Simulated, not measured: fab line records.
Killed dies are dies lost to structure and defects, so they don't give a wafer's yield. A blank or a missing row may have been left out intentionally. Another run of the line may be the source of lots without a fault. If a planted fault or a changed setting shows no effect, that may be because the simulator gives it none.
fab line records	flow nand-harc
record lots=24	wafers=72	last-day=33
route steps=1302 shown A_STAIRCASE@835
lots untouched by any fault: they come from a run of this same line in which no faults occurred
start-h: hours from the record's first day to the start of the lot's first wafer shown	wait-h: hours from the lot's prior step to this one	" unchanged from the row above	L1.1+2: one row covering several wafers at once	- either no value or no given start	* or withheld: withheld	< > ~ a bound
route shown NAME@n: names a module that has steps shown in the file, with the first one's number in the route	usual: average and standard deviation across the fault-free wafers	same: alike in all rows	chamber/n: place in a boat	sites: readings site by site	_std_site: their standard deviation	_edge_site: the outer-site mean with the inner-site mean subtracted	radius-mm: how far each site lies from the wafer's centre	mask NAME#n: copy n	behind: the most recent tool/chamber to have shaped the wafer	hold: reason for holding the lot/hours on hold/outcome of the hold	device: the transistor (n, p or np) that didn't switch	end of line: at the end of the route, the tests of the same wafers	a step without rows: its recipe alone	killed: the dies lost at the first sort to structure and to defects; this is not the yield of the wafer	map: a wafer's dies, x killed, . not, _ none there
set.NAME: setting as actually run; set.NAME@STEP: the setting as run at that earlier step	model.NAME: the simulator's own value behind a step, which no gauge read
route steps across a sampled set of lots; one table per step, one row per wafer
services: a tool's chamber out of use, with start hour (start-h, from the record's first day; less than 0 if before it), hours out, and reason
## steps
# step NHARC_A_STAIRCASE_ETCH_315
# recipe target-depth-a=25000	time-s=607.1	ion-energy-ev=800	c4f8-flow-sccm=80	o2-flow-sccm=60	ar-flow-sccm=withheld	rf-w=600	bias-w=3000	chemistry=C4F8/O2/Ar
# usual oes-product-au=0.931/0.01	rf-vpp-V=1826/12
lot.wafer	tool	chamber	start-h	wait-h	oes-product-au	rf-hours-counter-h	rf-vpp-V
L075.4	rie-diel-11	2	-	-	0.953	41	1819
L075.3	"	3	"	"	0.930	38	1846
L075.2	"	0	"	"	0.934	38	1843
L074.1	rie-diel-11	3	-	-	0.942	40	1845
L074.2	"	2	"	"	0.946	42	1819
L074.6	"	3	"	"	0.938	-	1846
L076.2	rie-diel-11	3	-	-	0.929	48	1845
L076.1	"	1	"	"	0.920	48	1824
L076.5	"	2	"	"	0.945	-	1818
L077.2	rie-diel-11	2	-	-	0.952	52	1818
L077.6	"	3	"	"	0.933	-	1846
L077.4	"	2	"	"	0.951	-	1817
L079.1	rie-diel-03	3	-	-	0.946	21	1832
L079.2	"	1	"	"	0.925	35	1809
L079.5	"	1	"	"	0.939	-	1808
L078.3	rie-diel-03	0	-	-	0.943	36	1818
L078.2	"	1	"	"	0.934	36	1809
L078.6	"	3	"	"	0.935	-	1832
L080.3	rie-diel-13	1	-	-	0.923	42	1820
L080.5	"	3	"	"	0.931	-	1846
L080.6	"	0	"	"	0.946	-	1821
L081.1	rie-diel-13	0	-	-	0.947	35	1820
L081.3	"	3	"	"	0.937	41	1847
L081.6	"	1	"	"	0.926	-	1819
L082.1	rie-diel-11	2	-	-	0.943	13	1818
L082.3	"	3	"	"	0.928	13	1844
L082.5	"	1	"	"	0.921	-	1823
L083.2	rie-diel-13	0	-	-	0.948	47	1820
L083.1	"	1	"	"	0.932	54	1820
L083.5	"	0	"	"	0.936	-	1821
L085.3	rie-diel-11	2	-	-	0.937	13	1817
L085.6	"	3	"	"	0.914	-	1843
L085.5	"	0	"	"	0.932	-	1842
L084.3	rie-diel-11	3	-	-	0.915	14	1844
L084.6	"	1	"	"	0.928	-	1825
L084.5	"	2	"	"	0.938	-	1818
L086.2	rie-diel-03	2	-	-	0.952	3	1829
L086.3	"	3	"	"	0.945	18	1832
L086.6	"	1	"	"	0.923	-	1807
L087.1	rie-diel-03	0	-	-	0.925	20	1815
L087.5	"	0	"	"	0.922	-	1815
L087.6	"	1	"	"	0.918	-	1807
L089.4	rie-diel-03	0	-	-	0.940	21	1815
L089.3	"	1	"	"	0.933	21	1807
L089.1	"	3	"	"	0.933	20	1830
L088.4	rie-diel-11	2	-	-	0.926	29	1817
L088.5	"	0	"	"	0.933	-	1842
L088.6	"	1	"	"	0.926	-	1824
L090.3	rie-diel-03	2	-	-	0.932	13	1829
L090.2	"	3	"	"	0.943	27	1832
L090.6	"	2	"	"	0.926	-	1828
L091.2	rie-diel-03	3	-	-	0.944	31	1830
L091.3	"	0	"	"	0.932	32	1814
L091.6	"	1	"	"	0.939	-	1806
L092.1	rie-diel-13	3	-	-	0.918	19	1843
L092.6	"	0	"	"	0.927	-	1818
L092.5	"	1	"	"	0.918	-	1816
L093.2	rie-diel-11	0	-	-	0.925	45	1841
L093.3	"	2	"	"	0.930	42	1816
L093.5	"	0	"	"	0.921	-	1839
L094.3	rie-diel-13	3	-	-	0.924	20	1843
L094.1	"	1	"	"	0.923	15	1819
L094.6	"	3	"	"	0.924	-	1843
L095.4	rie-diel-03	2	-	-	0.931	25	1829
L095.1	"	1	"	"	0.933	41	1807
L095.5	"	2	"	"	0.934	-	1828
L096.1	rie-diel-11	3	-	-	0.922	57	1843
L096.4	"	0	"	"	0.943	56	1839
L096.3	"	2	"	"	0.936	55	1815
L097.2	rie-diel-13	0	-	-	0.936	29	1818
L097.4	"	3	"	"	0.929	37	1842
L097.5	"	1	"	"	0.928	-	1817
# step NHARC_A_STAIRCASE_ALD_415
# recipe target-thk-a=300	pulse-time-s=6	ald-cycles=300	temp-c=300	material=SiO2
# usual heater-power-outer-w=249/27	heater-power-w=450/40	precursor-pulse-height-rel=0.999/0.02
# same pulse-time-s=6
lot.wafer	tool	chamber	start-h	wait-h	heater-power-outer-w	heater-power-w	precursor-pulse-height-rel
L075.4	ald-hk-02	2	386.67	0.1	220	368	0.994
L075.2	"	3	"	"	243	432	0.989
L075.3	"	1	"	"	285	499	0.994
L074.2	ald-hk-04	0	390.71	0.1	273	497	0.996
L074.1	"	2	"	"	256	448	0.956
L074.6	"	0	"	"	269	524	0.985
L076.1	ald-hk-01	0	403.83	0.1	297	508	0.987
L076.2	"	1	"	"	223	427	0.996
L076.5	"	1	"	"	222	435	0.983
L077.2	ald-hk-02	0	410.38	0.9	249	478	0.999
L077.4	"	1	"	"	276	485	1.002
L077.6	"	2	"	"	209	375	0.972
L079.2	ald-hk-01	2	426.27	0.1	219	419	0.994
L079.1	"	3	"	"	247	430	0.999
L079.5	"	3	"	"	247	442	1.017
L078.3	ald-hk-04	3	430.62	0.1	257	432	1.019
L078.2	"	0	"	"	279	513	1.045
L078.6	"	3	"	"	260	434	0.983
L080.3	ald-hk-04	1	444.02	0.1	237	424	1.014
L080.6	"	1	"	"	234	423	0.993
L080.5	"	2	"	"	253	455	1.052
L081.3	ald-hk-04	0	446.15	0.3	279	503	1.011
L081.1	"	1	"	"	228	436	0.986
L081.6	"	3	"	"	270	448	0.990
L082.3	ald-hk-04	2	482.91	2.6	248	446	1.004
L082.1	"	1	"	"	238	415	0.998
L082.5	"	2	"	"	255	454	0.996
L083.1	ald-hk-02	1	483.63	0.4	282	486	0.968
L083.2	"	3	"	"	234	422	0.987
L083.5	"	2	"	"	213	366	0.971
L085.3	ald-hk-04	2	489.03	0.7	246	454	0.990
L085.6	"	3	"	"	268	455	1.013
L085.5	"	0	"	"	274	496	0.980
L084.3	ald-hk-02	3	489.54	1.0	240	429	1.015
L084.6	"	0	"	"	255	482	1.033
L084.5	"	1	"	"	278	530	1.019
L086.3	ald-hk-02	1	516.30	0.3	281	504	1.021
L086.2	"	2	"	"	219	369	0.966
L086.6	"	1	"	"	283	485	0.986
L087.1	ald-hk-01	1	526.56	0.3	207	407	1.020
L087.5	"	0	"	"	298	512	1.009
L087.6	"	1	"	"	208	405	0.980
L089.3	ald-hk-04	0	527.96	0.1	279	510	0.947
L089.1	"	1	"	"	235	420	0.965
L089.4	"	2	"	"	251	454	1.007
L088.4	ald-hk-01	2	532.88	0.5	210	422	0.999
L088.6	"	0	"	"	288	495	1.012
L088.5	"	1	"	"	212	416	1.022
L090.3	ald-hk-01	3	538.28	0.1	230	416	0.997
L090.2	"	2	"	"	215	422	0.987
L090.6	"	3	"	"	230	412	0.992
L091.3	ald-hk-02	3	562.43	0.1	246	431	0.998
L091.2	"	1	"	"	268	473	1.020
L091.6	"	0	"	"	249	475	1.015
L092.1	ald-hk-01	3	574.82	0.8	226	423	1.014
L092.6	"	0	"	"	292	501	1.027
L092.5	"	1	"	"	206	402	1.011
L093.3	ald-hk-04	0	575.53	0.5	277	519	1.019
L093.2	"	1	"	"	233	420	0.995
L093.5	"	2	"	"	257	446	1.007
L094.3	ald-hk-01	3	580.30	0.1	234	426	0.976
L094.1	"	0	"	"	288	503	1.000
L094.6	"	3	"	"	232	423	0.967
L095.4	ald-hk-01	1	602.83	0.3	212	405	0.994
L095.1	"	3	"	"	232	421	1.016
L095.5	"	0	"	"	288	513	1.000
L096.4	ald-hk-04	2	610.34	0.1	251	459	0.988
L096.1	"	3	"	"	269	462	0.974
L096.3	"	0	"	"	284	508	1.004
L097.2	ald-hk-01	3	619.11	0.1	238	421	0.987
L097.4	"	0	"	"	297	497	0.997
L097.5	"	0	621.44	2.4	286	503	0.969
# step NHARC_A_STAIRCASE_DEP_417
# recipe target-thk-a=600	step-coverage-pct=20	temp-c=400	target-thk-nm=60	flow-sccm=200	rf-w=450	material=Si3N4
# usual heater-power-outer-w=379/61	heater-power-w=654/87
lot.wafer	tool	chamber	start-h	wait-h	heater-power-outer-w	heater-power-w
L075.3	pecvd-02	2	389.16	-	313	524
L075.2	"	1	"	"	378	624
L075.4	"	1	"	"	388	646
L074.1	pecvd-04	0	394.83	-	460	800
L074.2	"	1	"	"	302	608
L074.6	"	1	"	"	314	615
L076.2	pecvd-02	0	406.12	-	352	644
L076.1	"	1	"	"	378	632
L076.5	"	0	"	"	357	652
L077.2	pecvd-04	1	412.33	-	330	641
L077.4	"	1	"	"	332	637
L077.6	"	2	"	"	395	616
L079.2	pecvd-04	1	428.51	-	346	664
L079.1	"	0	"	"	459	803
L079.5	"	2	"	"	420	659
L078.3	pecvd-01	1	432.98	-	501	766
L078.2	"	0	"	"	360	647
L078.6	"	1	"	"	481	768
L080.3	pecvd-01	0	446.49	-	389	698
L080.6	"	0	"	"	394	689
L080.5	"	1	"	"	424	706
L081.3	pecvd-02	2	448.27	-	276	476
L081.1	"	0	"	"	393	712
L081.6	"	0	"	"	405	707
L082.1	pecvd-01	0	485.20	-	333	619
L082.3	"	1	"	"	456	764
L082.5	"	2	"	"	313	563
L083.1	pecvd-01	0	489.72	-	368	640
L083.2	"	1	"	"	381	619
L083.5	"	1	"	"	370	609
L085.3	pecvd-01	1	490.59	-	510	782
L085.5	"	2	"	"	356	614
L085.6	"	0	"	"	381	663
L084.3	pecvd-02	2	491.17	-	324	568
L084.6	"	1	"	"	406	657
L084.5	"	0	"	"	450	728
L086.3	pecvd-04	2	518.60	-	335	556
L086.2	"	0	"	"	504	845
L086.6	"	1	"	"	320	630
L087.1	pecvd-04	0	529.40	-	445	762
L087.6	"	1	"	"	295	574
L087.5	"	2	"	"	396	622
L089.1	pecvd-04	0	531.07	-	496	838
L089.3	"	1	"	"	278	562
L089.4	"	0	"	"	496	832
L088.6	pecvd-04	2	534.81	-	421	630
L088.5	"	0	"	"	434	743
L088.4	"	1	"	"	306	606
L090.2	pecvd-01	1	540.77	-	502	794
L090.3	"	2	"	"	336	617
L090.6	"	2	"	"	341	614
L091.2	pecvd-01	2	564.72	-	299	572
L091.3	"	1	"	"	452	715
L091.6	"	1	"	"	463	746
L092.1	pecvd-01	2	576.40	-	328	606
L092.5	"	2	"	"	329	612
L092.6	"	0	"	"	404	694
L093.3	pecvd-02	2	577.34	-	332	549
L093.2	"	1	"	"	404	638
L093.5	"	2	"	"	337	555
L094.3	pecvd-02	2	582.58	-	318	531
L094.1	"	1	"	"	393	632
L094.6	"	2	"	"	329	546
L095.1	pecvd-02	2	604.95	-	325	538
L095.4	"	0	"	"	410	748
L095.5	"	1	"	"	348	617
L096.3	pecvd-04	0	612.62	-	461	780
L096.1	"	2	"	"	331	545
L096.4	"	2	"	"	345	536
L097.2	pecvd-01	2	622.80	-	363	647
L097.4	"	0	"	"	287	556
L097.5	"	1	"	"	436	670
# step NHARC_A_STAIRCASE_CMP_152
# usual motor-current-A=12.1/1.2
lot.wafer	tool	chamber	start-h	wait-h	motor-current-A
L075.3	cmp-01	0	438.20	0.1	14.0
L075.4	"	1	"	"	12.4
L075.2	"	3	"	"	10.1
L074.2	cmp-02	3	443.75	0.1	10.2
L074.1	"	0	"	"	13.2
L074.6	"	2	"	"	12.9
L076.1	cmp-03	2	448.92	0.1	12.1
L076.2	"	3	"	"	13.2
L076.5	"	3	"	"	12.6
L077.2	cmp-03	1	450.02	0.1	9.6
L077.4	"	3	"	"	13.3
L077.6	"	2	"	"	12.3
L078.3	cmp-02	3	474.76	0.1	10.2
L078.2	"	0	"	"	13.7
L078.6	"	2	"	"	13.2
L079.2	cmp-01	2	475.45	0.1	11.9
L079.1	"	3	"	"	10.4
L079.5	"	1	"	"	11.7
L081.3	cmp-02	1	490.80	0.1	12.3
L081.1	"	0	"	"	13.0
L081.6	"	1	"	"	12.2
L080.3	cmp-01	1	492.05	0.1	12.1
L080.6	"	0	"	"	13.8
L080.5	"	1	"	"	12.5
L082.1	cmp-02	0	525.24	0.1	13.6
L082.3	"	2	"	"	12.6
L082.5	"	1	"	"	12.1
L084.3	cmp-03	3	532.84	0.1	13.0
L084.6	"	0	"	"	13.8
L084.5	"	1	"	"	10.3
L083.2	cmp-01	2	533.08	0.1	12.3
L083.1	"	1	"	"	12.3
L083.5	"	3	"	"	10.5
L085.3	cmp-02	3	535.71	0.1	10.2
L085.5	"	1	"	"	12.6
L085.6	"	2	"	"	12.7
L086.2	cmp-03	2	564.77	0.1	12.3
L086.3	"	3	"	"	12.7
L086.6	"	2	"	"	11.7
L087.1	cmp-01	3	574.92	0.1	10.4
L087.5	"	1	"	"	12.0
L087.6	"	2	"	"	12.0
L089.4	cmp-02	0	575.11	0.1	13.9
L089.3	"	1	"	"	13.0
L089.1	"	3	"	"	10.3
L090.2	cmp-02	0	584.24	0.1	13.2
L090.3	"	2	"	"	12.2
L090.6	"	0	"	"	13.6
L088.4	cmp-02	2	584.53	0.1	12.5
L088.6	"	3	"	"	10.2
L088.5	"	0	"	"	13.1
L091.2	cmp-01	0	607.77	0.1	13.4
L091.3	"	1	"	"	12.8
L091.6	"	2	"	"	12.2
L093.3	cmp-03	2	620.13	0.1	11.9
L093.2	"	3	"	"	13.8
L093.5	"	2	"	"	12.0
L092.1	cmp-02	0	620.15	0.1	13.2
L092.6	"	1	"	"	12.8
L092.5	"	2	"	"	12.8
L094.1	cmp-01	1	622.97	0.1	11.9
L094.3	"	2	"	"	12.4
L094.6	"	0	"	"	13.1
L095.1	cmp-02	3	647.78	0.1	10.4
L095.4	"	0	"	"	13.6
L095.5	"	2	"	"	12.6
L096.3	cmp-02	2	654.17	0.1	12.5
L096.1	"	3	"	"	10.7
L096.4	"	0	"	"	12.7
L097.4	cmp-01	1	666.85	0.1	12.2
L097.2	"	2	"	"	11.4
L097.5	"	0	"	"	13.8
# step NHARC_A_STAIRCASE_ETCHBACK_422
# recipe target-depth-a=400	over-etch-frac=0.3	time-s=74.286	ion-energy-ev=120	ch3f-flow-sccm=50	o2-flow-sccm=30	ar-flow-sccm=200	rf-w=500	bias-w=100	chemistry=CH3F/O2
# usual drypump-motor-current-A=5.6/0.57	oes-product-au=0.97/0.037	rf-vpp-V=244.0/1.8	showerhead-plenum-p-Torr=2.44/0.12	throttle-valve-pct=20.662/0.0098
lot.wafer	tool	chamber	start-h	wait-h	drypump-motor-current-A	oes-product-au	rf-hours-counter-h	rf-vpp-V	showerhead-plenum-p-Torr	throttle-valve-pct
L075.2	rie-diel-03	0	439.66	1.1	5.4	0.94	38	243.2	2.36	20.634
L075.3	"	0	"	"	5.4	0.93	-	243.4	2.36	20.669
L075.4	"	1	"	"	4.7	0.92	-	242.6	2.28	20.652
L074.1	rie-diel-13	2	444.21	0.1	5.6	1.01	42	243.0	2.36	20.660
L074.2	"	1	"	"	4.8	1.00	42	242.7	2.38	20.664
L074.6	"	3	"	"	5.2	1.00	-	246.0	2.64	20.644
L076.1	rie-diel-11	2	449.39	0.1	5.3	1.01	5	243.8	2.37	20.656
L076.2	"	0	"	"	6.0	1.01	3	245.2	2.61	20.671
L076.5	"	2	"	"	5.3	1.01	-	243.9	2.37	20.648
L077.2	rie-diel-11	0	450.52	0.2	6.0	0.99	3	245.7	2.61	20.673
L077.4	"	1	"	"	6.3	0.98	5	243.1	2.43	20.672
L077.6	"	3	"	"	6.2	0.98	-	247.9	2.64	20.668
L078.3	rie-diel-13	3	475.19	0.1	5.2	0.99	53	246.2	2.64	20.664
L078.2	"	1	"	"	4.8	0.99	53	244.7	2.38	20.649
L078.6	"	3	"	"	5.3	1.00	-	246.1	2.64	20.661
L079.2	rie-diel-03	3	475.92	0.2	5.9	1.02	5	245.3	2.50	20.666
L079.1	"	1	"	"	4.7	0.99	5	242.2	2.28	20.663
L079.5	"	1	"	"	4.7	1.00	-	241.9	2.28	20.673
L081.1	rie-diel-13	3	491.33	0.2	5.2	0.96	58	247.2	2.64	20.653
L081.3	"	1	"	"	4.8	0.97	56	241.9	2.38	20.660
L081.6	"	3	"	"	5.2	0.97	-	245.6	2.64	20.679
L080.3	rie-diel-03	1	492.59	0.2	4.7	0.91	11	240.6	2.28	20.645
L080.6	"	3	"	"	5.8	0.94	-	243.8	2.50	20.662
L080.5	"	1	"	"	4.7	0.92	-	243.1	2.28	20.651
L082.3	rie-diel-03	1	525.72	0.2	4.7	0.99	20	239.7	2.27	20.651
L082.1	"	2	"	"	5.8	0.99	5	244.7	2.48	20.659
L082.5	"	0	"	"	5.5	1.00	-	242.2	2.35	20.647
L084.3	rie-diel-13	0	533.26	0.1	6.5	1.01	2	244.2	2.39	20.677
L084.6	"	0	"	"	6.5	1.01	-	242.6	2.39	20.669
L084.5	"	1	"	"	4.8	1.00	-	243.6	2.37	20.666
L083.1	rie-diel-11	2	533.54	0.1	5.3	0.93	30	243.3	2.36	20.665
L083.2	"	1	"	"	6.3	0.91	30	243.1	2.42	20.664
L083.5	"	3	"	"	6.2	0.91	-	246.6	2.62	20.660
L085.3	rie-diel-13	3	536.18	0.2	5.3	1.00	3	245.5	2.63	20.677
L085.6	"	0	"	"	6.5	1.01	-	244.0	2.39	20.657
L085.5	"	1	"	"	4.8	1.00	-	242.4	2.37	20.661
L086.3	rie-diel-11	3	565.23	0.1	6.2	0.91	41	246.2	2.62	20.666
L086.2	"	2	"	"	5.3	0.93	38	241.4	2.36	20.665
L086.6	"	3	"	"	6.2	0.91	-	246.4	2.62	20.655
L087.1	rie-diel-03	2	575.40	0.2	5.8	0.92	18	244.5	2.47	20.651
L087.6	"	3	"	"	5.8	0.93	-	244.3	2.49	20.661
L087.5	"	0	"	"	5.4	0.92	-	244.1	2.34	20.661
L089.3	rie-diel-13	1	575.57	0.1	4.8	0.99	15	241.9	2.37	20.643
L089.4	"	2	"	"	5.6	0.99	17	243.1	2.34	20.646
L089.1	"	3	"	"	5.2	1.00	20	247.2	2.62	20.660
L090.3	rie-diel-11	2	584.70	0.1	5.3	1.01	49	242.7	2.35	20.668
L090.2	"	3	"	"	6.2	0.99	51	247.8	2.62	20.657
L090.6	"	3	"	"	6.2	0.99	-	245.8	2.62	20.653
L088.4	rie-diel-11	2	584.99	0.1	5.3	0.94	49	242.7	2.35	20.665
L088.5	"	0	"	"	6.0	0.93	-	245.6	2.59	20.659
L088.6	"	1	"	"	6.3	0.91	-	242.6	2.41	20.672
L091.3	rie-diel-03	3	608.21	0.1	5.8	1.01	44	245.1	2.49	20.668
L091.2	"	2	"	"	5.8	0.99	29	243.1	2.47	20.659
L091.6	"	3	"	"	5.8	1.01	-	242.6	2.49	20.655
L093.3	rie-diel-13	0	620.58	0.1	6.5	0.93	30	245.3	2.38	20.678
L093.2	"	3	"	"	5.2	0.93	37	245.5	2.62	20.668
L093.5	"	1	"	"	4.8	0.93	-	241.7	2.37	20.672
L092.1	rie-diel-11	3	620.58	0.1	6.2	0.99	1	246.2	2.61	20.649
L092.5	"	3	"	"	6.2	1.00	-	246.0	2.61	20.682
L092.6	"	0	"	"	6.0	1.00	-	246.3	2.59	20.641
L094.1	rie-diel-13	1	623.49	0.2	4.8	0.92	28	243.8	2.36	20.647
L094.3	"	2	"	"	5.7	0.92	35	242.5	2.34	20.665
L094.6	"	1	"	"	4.8	0.91	-	242.8	2.36	20.672
L095.1	rie-diel-11	2	648.22	0.1	5.3	1.01	10	241.6	2.35	20.671
L095.4	"	1	"	"	6.3	1.01	10	243.6	2.40	20.665
L095.5	"	3	"	"	6.2	1.00	-	247.0	2.61	20.648
L096.1	rie-diel-03	3	654.63	0.2	5.9	1.00	2	244.3	2.48	20.666
L096.3	"	0	"	"	5.4	1.01	2	241.3	2.33	20.665
L096.4	"	2	"	"	5.9	0.98	2	245.3	2.46	20.655
L097.2	rie-diel-03	2	667.28	0.1	5.8	0.99	5	244.9	2.46	20.657
L097.4	"	0	"	"	5.4	1.01	6	242.3	2.33	20.664
L097.5	"	3	"	"	5.9	1.00	-	245.1	2.48	20.657
# step NHARC_A_STAIRCASE_STRIP_475
# recipe time-s=20	o2-flow-sccm=500	ar-flow-sccm=0	bias-w=0	chemistry=O2
# usual drypump-motor-current-A=5.6/0.53	oes-product-au=0.999/0.0095	rf-vpp-V=57.8/0.95	showerhead-plenum-p-Torr=3.51/0.16	throttle-valve-pct=17.036/0.0089
lot.wafer	tool	chamber	start-h	wait-h	drypump-motor-current-A	oes-product-au	rf-hours-counter-h	rf-vpp-V	showerhead-plenum-p-Torr	throttle-valve-pct
L075.2	rie-diel-03	0	440.59	0.2	5.4	1.011	39	55.6	3.39	17.040
L075.4	"	0	"	"	5.5	1.010	-	57.9	3.39	17.037
L075.3	"	1	"	"	4.7	1.005	-	56.0	3.29	17.030
L074.1	rie-diel-13	3	-	-	5.2	1.014	41	58.2	3.78	17.046
L074.2	"	0	"	"	6.5	1.023	36	56.1	3.45	17.040
L074.6	"	2	"	"	5.6	1.003	-	58.2	3.39	17.034
L076.2	rie-diel-11	1	-	-	6.3	0.998	5	58.0	3.49	17.031
L076.1	"	0	"	"	6.0	0.996	3	57.5	3.74	17.040
L076.5	"	2	"	"	5.3	1.011	-	57.5	3.40	17.033
L077.2	rie-diel-11	3	-	-	6.2	0.984	3	58.7	3.77	17.022
L077.4	"	0	"	"	6.0	0.992	3	58.6	3.74	17.025
L077.6	"	3	"	"	6.2	0.979	-	58.0	3.77	17.036
L078.3	rie-diel-11	3	-	-	6.2	0.988	12	58.9	3.77	17.040
L078.2	"	1	"	"	6.3	0.996	13	59.5	3.48	17.055
L078.6	"	3	"	"	6.3	0.990	-	56.9	3.77	17.045
L079.1	rie-diel-13	3	-	-	5.3	1.008	53	59.3	3.78	17.041
L079.2	"	0	"	"	6.5	1.013	46	57.7	3.44	17.044
L079.5	"	3	"	"	5.3	1.013	-	59.5	3.78	17.043
L081.3	rie-diel-11	3	-	-	6.2	0.995	16	58.2	3.77	17.032
L081.1	"	1	"	"	6.3	1.001	16	57.7	3.48	17.030
L081.6	"	2	"	"	5.3	1.018	-	57.8	3.40	17.037
L080.3	rie-diel-11	2	-	-	5.3	1.013	15	57.5	3.40	17.036
L080.6	"	3	"	"	6.2	0.988	-	58.0	3.77	17.036
L080.5	"	0	"	"	6.0	0.995	-	57.0	3.74	17.028
L082.1	rie-diel-03	3	-	-	5.9	0.997	20	57.3	3.58	17.023
L082.3	"	1	"	"	4.7	0.991	20	58.4	3.27	17.041
L082.5	"	2	"	"	5.9	0.994	-	58.5	3.55	17.017
L084.3	rie-diel-03	2	-	-	5.9	0.984	11	57.1	3.55	17.043
L084.5	"	2	"	"	5.8	0.999	-	56.9	3.55	17.029
L084.6	"	3	"	"	5.9	1.001	-	59.4	3.58	17.046
L083.2	rie-diel-03	0	-	-	5.4	1.010	27	58.2	3.37	17.042
L083.1	"	3	"	"	5.9	1.005	26	57.0	3.58	17.040
L083.5	"	0	"	"	5.4	1.012	-	56.6	3.37	17.046
L085.3	rie-diel-03	1	-	-	4.7	0.993	28	57.2	3.27	17.021
L085.6	"	0	"	"	5.4	0.994	-	56.9	3.37	17.026
L085.5	"	1	"	"	4.7	0.977	-	57.2	3.27	17.051
L086.2	rie-diel-13	2	-	-	5.6	0.999	12	56.4	3.37	17.051
L086.3	"	0	"	"	6.5	1.003	13	57.1	3.43	17.043
L086.6	"	3	"	"	5.3	0.985	-	58.5	3.76	17.026
L087.1	rie-diel-03	3	-	-	5.8	1.000	33	58.3	3.58	17.049
L087.5	"	3	"	"	5.9	1.002	-	59.1	3.58	17.026
L087.6	"	0	"	"	5.4	1.003	-	57.9	3.37	17.042
L089.4	rie-diel-13	0	-	-	6.5	1.000	18	57.6	3.42	17.030
L089.3	"	1	"	"	4.8	0.997	15	58.3	3.41	17.021
L089.1	"	3	"	"	5.3	0.995	20	58.5	3.76	17.032
L090.3	rie-diel-11	0	-	-	6.0	1.016	50	58.1	3.72	17.039
L090.2	"	1	"	"	6.3	0.990	49	58.3	3.46	17.033
L090.6	"	2	"	"	5.3	1.018	-	58.1	3.38	17.044
L088.4	rie-diel-11	3	-	-	6.2	0.988	51	58.4	3.75	17.050
L088.5	"	2	"	"	5.3	1.014	-	56.4	3.38	17.042
L088.6	"	3	"	"	6.2	0.996	-	58.6	3.75	17.041
L091.2	rie-diel-03	2	-	-	5.8	0.987	29	58.2	3.54	17.036
L091.3	"	0	"	"	5.4	0.994	44	57.6	3.36	17.051
L091.6	"	1	"	"	4.7	0.997	-	56.3	3.26	17.025
L093.2	rie-diel-13	3	-	-	5.3	1.005	37	59.3	3.75	17.029
L093.3	"	0	"	"	6.5	1.006	30	58.0	3.42	17.026
L093.5	"	2	"	"	5.6	0.995	-	58.2	3.36	17.033
L092.1	rie-diel-03	2	621.17	0.2	5.9	0.998	36	58.1	3.54	17.020
L092.5	"	0	"	"	5.5	0.999	-	58.1	3.36	17.051
L092.6	"	2	"	"	5.9	0.991	-	57.3	3.54	17.047
L094.1	rie-diel-03	2	624.06	0.1	5.8	0.991	37	57.8	3.54	17.030
L094.3	"	3	"	"	5.9	1.012	55	60.0	3.56	17.035
L094.6	"	3	"	"	5.9	1.015	-	56.7	3.56	17.027
L095.1	rie-diel-13	1	649.17	0.5	4.8	1.002	37	58.0	3.39	17.049
L095.4	"	3	"	"	5.3	1.003	-	59.0	3.74	17.033
L095.5	"	1	"	"	4.8	1.006	-	57.1	3.39	17.053
L096.1	rie-diel-13	3	-	-	5.2	1.000	48	60.2	3.74	17.044
L096.4	"	0	"	"	6.5	1.005	40	56.3	3.41	17.029
L096.3	"	1	"	"	4.8	0.994	38	56.4	3.39	17.045
L097.2	rie-diel-13	1	-	-	4.8	0.991	42	57.3	3.39	17.036
L097.4	"	2	"	"	5.6	0.999	42	57.3	3.35	17.034
L097.5	"	2	"	"	5.6	1.001	-	57.6	3.35	17.031
## services
tool	chamber	start-h	hours	kind
cmp-02	-	370.27	2.7	repair
rie-diel-03	-	382.87	19.8	repair
rie-diel-11	1	406.30	4.6	repair
rie-diel-03	-	407.22	0.5	repair
rie-diel-11	0	412.92	1.2	repair
rie-diel-13	0	414.23	11.1	repair
cmp-02	-	428.65	4.0	pm
rie-diel-11	-	432.72	9.0	pm
cmp-02	-	436.43	0.5	repair
cmp-02	-	452.94	1.7	repair
rie-diel-03	-	458.48	9.0	pm
rie-diel-11	0	477.13	5.4	repair
rie-diel-11	-	480.17	0.7	repair
rie-diel-11	2	485.48	1.2	repair
rie-diel-13	-	520.02	9.0	pm
cmp-02	-	526.65	4.0	pm
rie-diel-11	0	544.89	2.9	repair
rie-diel-03	-	565.19	7.5	repair
cmp-02	-	598.75	1.3	repair
cmp-02	-	605.18	6.7	repair
rie-diel-11	-	609.72	9.0	pm
rie-diel-03	-	635.48	9.0	pm
rie-diel-13	2	637.12	12.7	repair
rie-diel-11	1	656.74	4.0	repair
## key
fault none
